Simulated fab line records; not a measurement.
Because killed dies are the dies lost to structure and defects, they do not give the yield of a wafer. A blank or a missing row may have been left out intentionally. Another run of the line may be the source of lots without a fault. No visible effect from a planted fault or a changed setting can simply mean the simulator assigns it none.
Chamber matching    flow n5Finfet    wetBench-06 running N5_BEOL_M13_STRIP_71: 7 sister chambers
The step strips in post etch residue remover, time 60 s. 11 wafers are shown with their chamber, then 5 later ones without.

## WAFERS PAIRED WITH THEIR CHAMBERS
wafer   chamber  runLengthS (s)  tempC (C)
L931.6  3        66.6            24.96
L933.3  3        66.8            25.31
L933.5  0        66.3            25.04
L935.2  4        66.6            25.16
L935.3  6        67.7            24.95
L935.5  5        67.8            25.00
L936.2  1        65.5            25.12
L936.3  6        66.8            24.93
L936.6  0        65.5            25.01
L937.1  1        65.5            24.94
L937.4  7        66.2            25.15

## WAFERS WITHOUT THEIR CHAMBER
wafer   runLengthS (s)  tempC (C)
L937.5  64.8            25.00
L940.4  72.2            25.05
L940.5  72.5            24.90
L946.3  67.3            25.12
L946.5  68.1            24.97

## THE CHAMBER EACH PASSED THROUGH
wafer   from the rows above                     in truth
L937.5  can't be placed: 1 or 0 or 7            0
L940.4  can't be placed: 5 or 6                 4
L940.5  can't be placed: 5 or 6                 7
L946.3  can't be placed: 6 or 3 or 5 or 4 or 7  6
L946.5  can't be placed: 5 or 6                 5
Correct placement for 0 of the 5. Not placeable from these rows: 5 (in 3, the candidates include the true chamber). 0 placed wrongly.
How it was worked out, from the rows above alone: a wafer's distance from a chamber is the root of the sum, over the readings, of the square of ((its reading less the chamber's mean) divided by the reading's scatter). The wafer belongs to the nearest chamber; if the next one is less than 2 further off, it can't be placed. Each chamber's mean is taken over the wafers shown for it. The scatter: take each reading less its chamber's mean, square it, sum over the shown wafers, divide by the number of wafers less the number of chambers, and take the root.
